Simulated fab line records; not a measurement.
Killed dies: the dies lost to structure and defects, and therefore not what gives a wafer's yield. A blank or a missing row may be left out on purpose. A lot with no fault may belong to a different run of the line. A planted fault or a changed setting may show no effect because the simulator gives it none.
Which tool did it? -- flow n5_finfet -- 72 wafers from 24 lots sampled at 4 of the route's 1938 steps

## WHAT THE GAUGES READ, wafer by wafer
N5_GATE_CUT_INSPECT_15: inspects for defects (brightfield). Usual: raw_defect_count at 140, with a standard deviation of 52.
lot,measured,on,raw_defect_count,flag
L074,day 4 10:52,defect_inspect-01,121 95 173,
L075,day 4 22:08,defect_inspect-02,147 116 130,
L076,day 5 01:46,defect_inspect-02,125 111 206,
L077,day 5 08:04,defect_inspect-01,131 107 100,
L078,day 5 13:28,defect_inspect-01,215 154 253,
L079,day 5 18:56,defect_inspect-01,83 154 101,
L080,day 5 22:49,defect_inspect-01,70 139 127,
L081,day 6 05:47,defect_inspect-01,118 84 115,
L082,day 6 11:47,defect_inspect-02,173 148 126,
L083,day 6 19:01,defect_inspect-01,185 92 159,
L084,day 7 04:02,defect_inspect-01,192 155 219,
L085,day 7 08:34,defect_inspect-01,100 135 70,
L086,day 7 17:47,defect_inspect-02,160 146 156,
L087,day 7 19:59,defect_inspect-01,60 77 84,
L088,day 7 22:46,defect_inspect-01,138 72 91,
L089,day 8 05:31,defect_inspect-01,105 72 66,
L090,day 8 14:47,defect_inspect-02,100 131 130,
L091,day 8 20:27,defect_inspect-01,143 141 99,
L092,day 9 02:19,defect_inspect-02,196 112 183,
L093,day 9 06:07,defect_inspect-02,187 295 259,
L094,day 9 16:23,defect_inspect-01,130 123 163,
L095,day 9 19:17,defect_inspect-01,313 203 258,
L096,day 9 23:02,defect_inspect-02,125 157 136,
L097,day 10 07:08,defect_inspect-01,129 119 100,

## TOOL THAT RAN EACH LOT (tool first, then ch and the chambers of the sampled wafers, then the start)
lot,N5_HKMG_FIN_STRIP_34,N5_HKMG_FIN_STRIP_88,N5_HKMG_FIN_ALD_72
L074,"rie_diel-01 ch 0,2, day 4 02:57","plasma_asher-01 ch 0,1, day 4 04:16","cvd_w-01 ch 0,1, day 4 06:13"
L075,"rie_diel-03 ch 0,2, day 4 12:38","plasma_asher-01 ch 0,1, day 4 13:55","cvd_w-02 ch 0,1, day 4 15:52"
L076,"rie_diel-05 ch 0,1,2, day 4 17:15","plasma_asher-01 ch 0,1, day 4 18:37","cvd_w-02 ch 0,1, day 4 20:33"
L077,"rie_diel-01 ch 0,3, day 4 23:59","plasma_asher-01 ch 0,1, day 5 01:25","cvd_w-02 ch 0,1, day 5 03:24"
L078,"rie_diel-05 ch 0,2, day 5 05:35","plasma_asher-01 ch 0,1, day 5 06:52","cvd_w-02 ch 0,1, day 5 08:48"
L079,"rie_diel-01 ch 0,3, day 5 10:52","plasma_asher-01 ch 0,1, day 5 12:10","cvd_w-02 ch 0,1, day 5 14:07"
L080,"rie_diel-05 ch 2,3, day 5 14:22","plasma_asher-02 ch 0,1, day 5 15:43","cvd_w-02 ch 0, day 5 17:55"
L081,"rie_diel-01 ch 0,1,3, day 5 21:48","plasma_asher-01 ch 0,1, day 5 23:05","cvd_w-02 ch 0,1, day 6 01:03"
L082,"rie_diel-05 ch 1,2, day 6 03:58","plasma_asher-01 ch 0,1, day 6 05:16","cvd_w-02 ch 0,1, day 6 07:13"
L083,"rie_diel-01 ch 1,2,3, day 6 10:47","plasma_asher-01 ch 0,1, day 6 12:06","cvd_w-02 ch 0,1, day 6 14:05"
L084,"rie_diel-01 ch 1,2, day 6 20:13","plasma_asher-02 ch 0,1, day 6 21:33","cvd_w-01 ch 0,1, day 6 23:30"
L085,"rie_diel-05 ch 1,2,3, day 7 00:34","plasma_asher-02 ch 0,1, day 7 02:01","cvd_w-02 ch 0,1, day 7 03:54"
L086,"rie_diel-01 ch 1,2,3, day 7 09:35","plasma_asher-01 ch 0,1, day 7 10:53","cvd_w-01 ch 0,1, day 7 12:53"
L087,"rie_diel-03 ch 0,1,2, day 7 12:10","plasma_asher-02 ch 0,1, day 7 13:27","cvd_w-01 ch 0,1, day 7 15:23"
L088,"rie_diel-05 ch 1,2,3, day 7 15:01","plasma_asher-01 ch 0,1, day 7 16:17","cvd_w-02 ch 0,1, day 7 18:13"
L089,"rie_diel-03 ch 0,2, day 7 21:43","plasma_asher-01 ch 0,1, day 7 23:02","cvd_w-02 ch 0, day 8 00:58"
L090,"rie_diel-03 ch 1,3, day 8 05:43","plasma_asher-02 ch 0,1, day 8 07:07","cvd_w-02 ch 0,1, day 8 09:08"
L091,"rie_diel-03 ch 0,1,2, day 8 12:10","plasma_asher-01 ch 0,1, day 8 13:31","cvd_w-02 ch 0,1, day 8 15:26"
L092,"rie_diel-05 ch 0,1, day 8 18:22","plasma_asher-01 ch 0,1, day 8 19:43","cvd_w-01 ch 0,1, day 8 21:43"
L093,"rie_diel-01 ch 0,1,3, day 8 21:59","plasma_asher-01 ch 0,1, day 8 23:21","cvd_w-02 ch 0,1, day 9 01:17"
L094,"rie_diel-03 ch 1,2, day 9 08:22","plasma_asher-01 ch 0,1, day 9 09:53","cvd_w-01 ch 0,1, day 9 11:49"
L095,"rie_diel-01 ch 0,3, day 9 10:50","plasma_asher-02 ch 0,1, day 9 12:08","cvd_w-02 ch 0,1, day 9 14:06"
L096,"rie_diel-05 ch 0,1,3, day 9 14:44","plasma_asher-02 ch 0,1, day 9 16:02","cvd_w-02 ch 0,1, day 9 18:11"
L097,"rie_diel-03 ch 1,2,3, day 9 23:15","plasma_asher-02 ch 1, day 10 00:38","cvd_w-01 ch 0, day 10 02:34"
- N5_HKMG_FIN_STRIP_34: strips in CF4.
- N5_HKMG_FIN_STRIP_88: strips in N2/H2, time 360 s.
- N5_HKMG_FIN_ALD_72: deposits W, target thk 2 nm, pulse time 1 s, purge time 2 s.

## AS READ BY THE TOOLS THEMSELVES (means over the sampled wafers that have a number; for cases with no such wafer, the mark the record gives instead)
N5_HKMG_FIN_STRIP_34. Usual: drypump_motor_current_A 5.6 A, standard deviation 0.44; oes_product_au 0.80 a.u., standard deviation 0.076; rf_vpp_V 271.2 V, standard deviation 1.4; showerhead_plenum_p_Torr 1.79 Torr, standard deviation 0.049; throttle_valve_pct 13.55 %, standard deviation 0.29.
lot,tool,drypump_motor_current_A (A),oes_product_au (a.u.),rf_vpp_V (V),showerhead_plenum_p_Torr (Torr),throttle_valve_pct (%),flag
L074,rie_diel-01,5.5,0.78,270.8,1.78,13.72,
L075,rie_diel-03,5.8,0.86,270.2,1.75,13.41,
L076,rie_diel-05,5.7,0.77,272.2,1.84,13.60,
L077,rie_diel-01,5.1,0.86,269.7,1.76,13.29,
L078,rie_diel-05,6.0,0.76,272.9,1.85,13.49,
L079,rie_diel-01,5.1,0.86,270.4,1.76,13.31,
L080,rie_diel-05,6.0,0.72,271.6,1.82,13.68,
L081,rie_diel-01,5.3,0.88,270.9,1.78,13.27,
L082,rie_diel-05,5.9,0.71,272.2,1.82,13.82,
L083,rie_diel-01,5.5,0.82,270.3,1.78,13.53,
L084,rie_diel-01,5.7,0.77,270.9,1.80,13.74,
L085,rie_diel-05,5.7,0.72,271.8,1.81,13.82,
L086,rie_diel-01,5.5,0.82,270.6,1.78,13.53,
L087,rie_diel-03,6.0,0.83,270.5,1.75,13.46,
L088,rie_diel-05,5.8,0.72,271.3,1.80,13.85,
L089,rie_diel-03,5.6,0.74,270.6,1.72,13.52,
L090,rie_diel-03,6.4,0.88,271.5,1.81,13.48,
L091,rie_diel-03,6.1,0.81,270.7,1.75,13.49,
L092,rie_diel-05,5.5,0.79,272.0,1.85,13.48,
L093,rie_diel-01,5.3,0.83,270.7,1.77,13.32,
L094,rie_diel-03,6.2,0.86,270.3,1.76,13.45,
L095,rie_diel-01,5.1,0.80,269.8,1.75,13.39,
L096,rie_diel-05,5.5,0.75,272.0,1.81,13.67,
L097,rie_diel-03,6.1,0.84,271.5,1.80,13.51,

N5_HKMG_FIN_STRIP_88. Usual: drypump_motor_current_A 5.5 A, standard deviation 0.31; heater_power_w 528 W, standard deviation 31.
lot,tool,drypump_motor_current_A (A),heater_power_w (W),flag
L074,plasma_asher-01,5.5,532,
L075,plasma_asher-01,5.5,534,
L076,plasma_asher-01,5.3,544,
L077,plasma_asher-01,5.5,528,
L078,plasma_asher-01,5.3,545,
L079,plasma_asher-01,5.3,545,
L080,plasma_asher-02,5.8,489,
L081,plasma_asher-01,5.5,519,
L082,plasma_asher-01,5.5,529,
L083,plasma_asher-01,5.5,528,
L084,plasma_asher-02,5.8,495,
L085,plasma_asher-02,5.8,511,
L086,plasma_asher-01,5.5,526,
L087,plasma_asher-02,5.8,508,
L088,plasma_asher-01,5.3,556,
L089,plasma_asher-01,5.5,525,
L090,plasma_asher-02,5.8,499,
L091,plasma_asher-01,5.3,545,
L092,plasma_asher-01,5.3,551,
L093,plasma_asher-01,5.3,551,
L094,plasma_asher-01,5.5,531,
L095,plasma_asher-02,5.8,505,
L096,plasma_asher-02,5.8,501,
L097,plasma_asher-02,5.7,487,

N5_HKMG_FIN_ALD_72. Usual: heater_power_w 485 W, standard deviation 52; precursor_pulse_height_rel 1.000, standard deviation 0.021.
lot,tool,heater_power_w (W),precursor_pulse_height_rel,flag
L074,cvd_w-01,454,1.003,
L075,cvd_w-02,512,1.016,
L076,cvd_w-02,516,1.004,
L077,cvd_w-02,472,0.990,
L078,cvd_w-02,515,1.001,
L079,cvd_w-02,477,0.997,
L080,cvd_w-02,430,0.999,
L081,cvd_w-02,511,1.004,
L082,cvd_w-02,525,0.994,
L083,cvd_w-02,514,1.013,
L084,cvd_w-01,456,0.997,
L085,cvd_w-02,474,0.985,
L086,cvd_w-01,458,1.005,
L087,cvd_w-01,454,0.975,
L088,cvd_w-02,515,0.984,
L089,cvd_w-02,446,1.008,
L090,cvd_w-02,480,1.004,
L091,cvd_w-02,519,1.006,
L092,cvd_w-01,469,0.977,
L093,cvd_w-02,474,1.000,
L094,cvd_w-01,456,1.009,
L095,cvd_w-02,475,0.981,
L096,cvd_w-02,477,0.996,
L097,cvd_w-01,474,1.002,

## THE ANSWER, worked out from the rows above alone
Rule: lot off if the mean of its wafers having a number is beyond 3 standard deviations from the usual mean. A lot without any number at a reading at which 4 lots or more have one is off too. Where the step has rows for the other lots, those lots are counted as sound. After the gauges, taken in route order, come the tools' own readings; for these a lot's mean is taken, as printed above. At the first step where some lot is off, the reading lying furthest off is the one used; lots without a number count as furthest.
No lot is off at any reading shown: from this, nothing can be told.

## WHAT THE SIMULATOR HAD PUT IN
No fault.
